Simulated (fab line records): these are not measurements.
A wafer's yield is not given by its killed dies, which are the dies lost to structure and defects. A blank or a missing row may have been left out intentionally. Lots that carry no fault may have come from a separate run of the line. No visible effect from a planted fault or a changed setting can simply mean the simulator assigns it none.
fab line records + flow nand-harc
record
- lots=6
- wafers=16
- last-day=24
route steps=1159 shown A_ONON_D1@445 A_CHANNEL_HOLE_D1@450
lots untouched by any fault: they come from a run of this same line in which no faults occurred
start-h: hours from the record's opening day to when the first of the lot's shown wafers began + wait-h: time in hours since the lot's previous step + " unchanged from the row above + L1.1+2: one row covering several wafers at once + - no value, or no start given + * or withheld: withheld + < > ~ a bound
route shown NAME@n: names a module that has steps shown in the file, with the first one's number in the route + usual: the fault-free wafers' mean and standard deviation + same: alike in all rows + chamber/n: place in a boat + sites: the reading at each site + _std_site: the standard deviation of these + _edge_site: inner sites' mean taken away from outer sites' mean + radius-mm: for every site, how far away it sits from the centre of the wafer + mask NAME#n: copy n + behind: tool/chamber where the wafer was last shaped + hold: the reason the lot was held/the length of the hold in hours/how it ended + device: which transistor (n, p or np) failed to switch + end of line: tests of these same wafers at the route's end + for a step that has no rows: nothing shown but its recipe + killed: not the wafer's yield, but the dies lost to structure and defects at the first sort + map: the dies of a wafer, with x for killed, . for not killed, _ for no die there
set.NAME: the setting as run; set.NAME@STEP: as run at that earlier step + model.NAME: the simulator's own value behind a step, which no gauge read
lots seen at some steps along the route; tables by step, rows by wafer
services: from which hour (start-h, from the record's first day; less than 0 if before it) a tool's chamber was out of use, for how many hours, and why
## steps
# step NHARC_A_ONON_D1_THK_MEAS_30
# recipe
- thk-meas-gauge=ellipsometry
# usual
- thk-nm=996/12
| lot.wafer | tool          | chamber | start-h | wait-h | thk-nm |
|-----------|---------------|---------|---------|--------|--------|
| L617.2    | film-metro-02 | -       | 209.76  | -      | 994    |
| L617.6    | "             | -       | "       | "      | 994    |
| L620.2    | film-metro-02 | -       | 241.70  | -      | 979    |
| L620.6    | "             | -       | "       | "      | 979    |
| L624.1    | film-metro-01 | -       | 256.10  | -      | 981    |
| L624.3    | "             | -       | "       | "      | 979    |
| L624.5    | "             | -       | "       | "      | 979    |
| L627.2    | film-metro-01 | -       | 263.17  | -      | 1007   |
| L627.3    | "             | -       | "       | "      | 1008   |
| L627.4    | "             | -       | "       | "      | 1007   |
| L633.1    | film-metro-02 | -       | 294.70  | -      | 993    |
| L633.2    | "             | -       | "       | "      | 992    |
| L633.5    | "             | -       | "       | "      | 992    |
| L632.1    | film-metro-01 | -       | 294.92  | -      | 996    |
| L632.3    | "             | -       | "       | "      | 995    |
| L632.4    | "             | -       | "       | "      | 996    |
# step NHARC_A_ONON_D1_DEP_33
# recipe
- target-thk-a=2000
- temp-c=400
- pressure-torr=6.5
- rf-w=900
- teos-flow-sccm=161.4
- flow-sccm=2650
- target-thk-nm=200
- gas=O2
- material=SiO2
# usual
- heater-power-w=548/110
- throttle-valve-pct=15.9/0.49
| lot.wafer | tool     | chamber | start-h | wait-h | heater-power-w | throttle-valve-pct |
|-----------|----------|---------|---------|--------|----------------|--------------------|
| L617.2    | pecvd-02 | 0       | 209.82  | 0.1    | 495            | 16.6               |
| L617.6    | "        | 2       | "       | "      | 580            | 15.1               |
| L620.2    | pecvd-04 | 1       | 242.07  | 0.4    | 742            | 16.2               |
| L620.6    | "        | 1       | "       | "      | 755            | 16.2               |
| L624.1    | pecvd-01 | 0       | 256.20  | 0.1    | 540            | 16.0               |
| L624.3    | "        | 1       | "       | "      | 624            | 15.4               |
| L624.5    | "        | 0       | "       | "      | 549            | 15.9               |
| L627.2    | pecvd-01 | 1       | 263.25  | 0.1    | 684            | 15.3               |
| L627.3    | "        | 2       | "       | "      | 607            | 15.9               |
| L627.4    | "        | 1       | "       | "      | 688            | 15.3               |
| L633.2    | pecvd-01 | 1       | 294.80  | 0.1    | 706            | 15.4               |
| L633.1    | "        | 2       | "       | "      | 521            | 16.1               |
| L633.5    | "        | 0       | "       | "      | 560            | 16.0               |
| L632.3    | pecvd-04 | 1       | 294.98  | 0.1    | 825            | 16.5               |
| L632.1    | "        | 2       | "       | "      | 446            | 15.0               |
| L632.4    | "        | 2       | "       | "      | 464            | 15.1               |
# step NHARC_A_ONON_D1_THK_MEAS_34
# recipe
- thk-meas-gauge=ellipsometry
# usual
- thk-nm=198.9/2.9
| lot.wafer | tool          | chamber | start-h | wait-h | thk-nm |
|-----------|---------------|---------|---------|--------|--------|
| L617.2    | film-metro-02 | -       | 210.23  | -      | 196.0  |
| L617.6    | "             | -       | "       | "      | 201.1  |
| L620.2    | film-metro-01 | -       | 242.43  | -      | 199.3  |
| L620.6    | "             | -       | "       | "      | 199.3  |
| L624.1    | film-metro-02 | -       | 256.57  | -      | 197.9  |
| L624.3    | "             | -       | "       | "      | 196.9  |
| L624.5    | "             | -       | "       | "      | 201.5  |
| L627.2    | film-metro-01 | -       | 263.67  | -      | 194.3  |
| L627.3    | "             | -       | "       | "      | 199.4  |
| L627.4    | "             | -       | "       | "      | 198.4  |
| L633.1    | film-metro-01 | -       | 295.18  | -      | 198.3  |
| L633.2    | "             | -       | "       | "      | 197.5  |
| L633.5    | "             | -       | "       | "      | 202.2  |
| L632.1    | film-metro-01 | -       | 295.39  | -      | 195.2  |
| L632.3    | "             | -       | "       | "      | 194.6  |
| L632.4    | "             | -       | "       | "      | 197.9  |
# step NHARC_A_ONON_D1_INSPECT_32
# usual
- raw-defect-count=69/24
| lot.wafer | tool              | chamber | start-h | wait-h | raw-defect-count |
|-----------|-------------------|---------|---------|--------|------------------|
| L617.2    | defect-inspect-01 | -       | 210.30  | 0.0    | 134              |
| L617.6    | "                 | -       | "       | "      | 118              |
| L620.2    | defect-inspect-01 | -       | 242.53  | 0.0    | 98               |
| L620.6    | "                 | -       | "       | "      | 66               |
| L624.1    | defect-inspect-01 | -       | 256.64  | 0.0    | 57               |
| L624.3    | "                 | -       | "       | "      | 83               |
| L624.5    | "                 | -       | "       | "      | 81               |
| L627.2    | defect-inspect-02 | -       | 263.76  | 0.0    | 118              |
| L627.3    | "                 | -       | "       | "      | 103              |
| L627.4    | "                 | -       | "       | "      | 68               |
| L633.1    | defect-inspect-01 | -       | 295.26  | 0.0    | 52               |
| L633.2    | "                 | -       | "       | "      | 60               |
| L633.5    | "                 | -       | "       | "      | 81               |
| L632.1    | defect-inspect-02 | -       | 295.47  | 0.0    | 76               |
| L632.3    | "                 | -       | "       | "      | 102              |
| L632.4    | "                 | -       | "       | "      | 64               |
# step NHARC_A_CHANNEL_HOLE_D1_DEP_00
# recipe
- target-thk-a=31000
- temp-c=400
- material=aC
# usual
- throttle-valve-pct=34.998/0.0087
| lot.wafer | tool       | chamber | start-h | wait-h | throttle-valve-pct |
|-----------|------------|---------|---------|--------|--------------------|
| L617.2    | acl-dep-01 | 0       | 210.68  | 0.4    | 35.016             |
| L617.6    | "          | 0       | 211.97  | 1.7    | 35.005             |
| L620.2    | acl-dep-01 | 0       | 243.52  | 1.0    | 34.987             |
| L620.6    | "          | 0       | 244.78  | 2.2    | 34.994             |
| L624.1    | acl-dep-01 | 0       | 256.70  | 0.1    | 34.989             |
| L624.3    | "          | 0       | "       | "      | 34.993             |
| L624.5    | "          | 0       | "       | "      | 35.012             |
| L627.2    | acl-dep-02 | 0       | 265.76  | 2.0    | 34.993             |
| L627.3    | "          | 0       | "       | "      | 35.004             |
| L627.4    | "          | 0       | "       | "      | 34.993             |
| L633.1    | acl-dep-02 | 0       | 295.55  | 0.3    | 34.999             |
| L633.2    | "          | 0       | "       | "      | 35.000             |
| L633.5    | "          | 0       | "       | "      | 34.999             |
| L632.1    | acl-dep-03 | 0       | 297.25  | 1.8    | 35.013             |
| L632.3    | "          | 0       | "       | "      | 35.001             |
| L632.4    | "          | 0       | "       | "      | 34.992             |
# step NHARC_A_CHANNEL_HOLE_D1_DEP_01
# recipe
- target-thk-a=1400
- target-thk-nm=140
- temp-c=400
- pressure-torr=3.5
- flow-sccm=200
- rf-w=350
- material=SiON
# usual
- heater-power-w=767/120
| lot.wafer | tool     | chamber | start-h | wait-h | heater-power-w |
|-----------|----------|---------|---------|--------|----------------|
| L617.2    | pecvd-04 | 2       | 212.31  | 1.3    | 596            |
| L617.6    | "        | 0       | "       | "      | 575            |
| L620.2    | pecvd-03 | 0       | 245.12  | 1.3    | 881            |
| L620.6    | "        | 0       | "       | "      | 870            |
| L624.1    | pecvd-04 | 0       | 258.65  | 1.6    | 659            |
| L624.3    | "        | 1       | "       | "      | 917            |
| L624.5    | "        | 0       | "       | "      | 656            |
| L627.2    | pecvd-04 | 1       | 267.35  | 1.3    | 934            |
| L627.3    | "        | 2       | "       | "      | 628            |
| L627.4    | "        | 0       | "       | "      | 661            |
| L633.1    | pecvd-04 | 1       | 297.45  | 1.6    | 1009           |
| L633.2    | "        | 2       | "       | "      | 578            |
| L633.5    | "        | 0       | "       | "      | 685            |
| L632.3    | pecvd-04 | 0       | 299.39  | 1.2    | 580            |
| L632.1    | "        | 2       | "       | "      | 683            |
| L632.4    | "        | 2       | "       | "      | 533            |
# step NHARC_A_CHANNEL_HOLE_D1_DEHYDRATE_02
# recipe
- temp-c=150
- time-s=120
# step NHARC_A_CHANNEL_HOLE_D1_HMDS_03
# recipe
- time-s=30
# step NHARC_A_CHANNEL_HOLE_D1_COAT_36
# recipe
- temp-c=260
- time-s=75
# step NHARC_A_CHANNEL_HOLE_D1_COAT_37
# recipe
- temp-c=225
- time-s=65
# step NHARC_A_CHANNEL_HOLE_D1_COAT_04
# recipe
- spin-rpm=1500
- resist-thk-nm=90
# step NHARC_A_CHANNEL_HOLE_D1_SOFTBAKE_05
# recipe
- temp-c=105
- time-s=55
# usual
- heater-power-total-W=188.47/0.14
| lot.wafer | tool           | chamber | start-h | wait-h | heater-power-total-W |
|-----------|----------------|---------|---------|--------|----------------------|
| L617.2    | litho-track-01 | 0       | 212     | -      | 188.41               |
| L617.6    | "              | 0       | "       | "      | 323.53               |
| L620.2    | litho-track-01 | 0       | 245     | -      | 188.48               |
| L620.6    | "              | 0       | "       | "      | 323.13               |
| L624.1    | litho-track-04 | 0       | 258     | -      | 188.68               |
| L624.3    | "              | 0       | "       | "      | 188.48               |
| L624.5    | "              | 0       | "       | "      | 188.37               |
| L627.2    | litho-track-06 | 0       | 267     | -      | 188.55               |
| L627.3    | "              | 0       | "       | "      | 188.28               |
| L627.4    | "              | 0       | "       | "      | 188.39               |
| L633.1    | litho-track-04 | 0       | 297     | -      | 188.51               |
| L633.2    | "              | 0       | "       | "      | 188.43               |
| L633.5    | "              | 0       | "       | "      | 188.44               |
| L632.1    | litho-track-01 | 0       | 299     | -      | 188.38               |
| L632.3    | "              | 0       | "       | "      | 188.48               |
| L632.4    | "              | 0       | "       | "      | 188.44               |
# step NHARC_A_CHANNEL_HOLE_D1_EBR_06
## services
| tool           | chamber | start-h | hours | kind       |
|----------------|---------|---------|-------|------------|
| pecvd-04       | -       | 195.11  | 13.0  | pm         |
| pecvd-04       | 0       | 195.11  | 13.0  | vent-cycle |
| pecvd-04       | 1       | 195.11  | 13.0  | vent-cycle |
| pecvd-04       | 2       | 195.11  | 13.0  | vent-cycle |
| pecvd-04       | 0       | 208.11  | -     | clean      |
| pecvd-04       | 1       | 208.11  | -     | clean      |
| pecvd-04       | 2       | 208.11  | -     | clean      |
| acl-dep-03     | -       | 226.17  | 13.0  | pm         |
| pecvd-03       | 1       | 230.01  | 7.7   | repair     |
| pecvd-01       | -       | 237.35  | 13.0  | pm         |
| pecvd-01       | 0       | 237.35  | 13.0  | vent-cycle |
| pecvd-01       | 1       | 237.35  | 13.0  | vent-cycle |
| pecvd-01       | 2       | 237.35  | 13.0  | vent-cycle |
| pecvd-01       | 0       | 250.35  | -     | clean      |
| pecvd-01       | 1       | 250.35  | -     | clean      |
| pecvd-01       | 2       | 250.35  | -     | clean      |
| pecvd-02       | 1       | 252.77  | 4.7   | repair     |
| litho-track-01 | -       | 268.00  | 7.0   | pm         |
| pecvd-02       | 1       | 278.56  | 7.6   | repair     |
| litho-track-06 | -       | 292.00  | 7.0   | pm         |
| pecvd-03       | -       | 292.15  | 13.0  | pm         |
| pecvd-03       | 0       | 292.15  | 13.0  | vent-cycle |
| pecvd-03       | 1       | 292.15  | 13.0  | vent-cycle |
| acl-dep-01     | -       | 294.12  | 13.0  | pm         |
## key
first-sign
- step=NHARC_A_CHANNEL_HOLE_D1_SOFTBAKE_05
- reading=heater-power-total-W
- direction=up
- sigmas=99+
- usual=*
- struck=*
effect none on later readings
met-at NHARC_A_CHANNEL_HOLE_D1_SOFTBAKE_05
struck-wafers L617.6,L620.6
sort-left-out L617.6,L620.6
tester-left-out L617,L620
fault
- kind=process-parameter-drift
- tool=litho-track-01
- chamber=-
- onset-h=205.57
- steps=NHARC_A_CHANNEL_HOLE_D1_SOFTBAKE_05
- channel=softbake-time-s
- offset=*
- shape=step
- end-h=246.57
- scope=struck-wafers-only
- acts-in=*
- stated=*
# tester-left-out: of these lots the tester's yield and bins aren't shown, on N5 and GAA mostly nor the transistor test; their killed dies are dies lost to structure and defects alone, not to doping, threshold or leakage, so they don't give the yield
# sort-left-out: the simulated sort isn't trusted on such a fault, so these wafers' sort isn't shown, and their yield isn't known
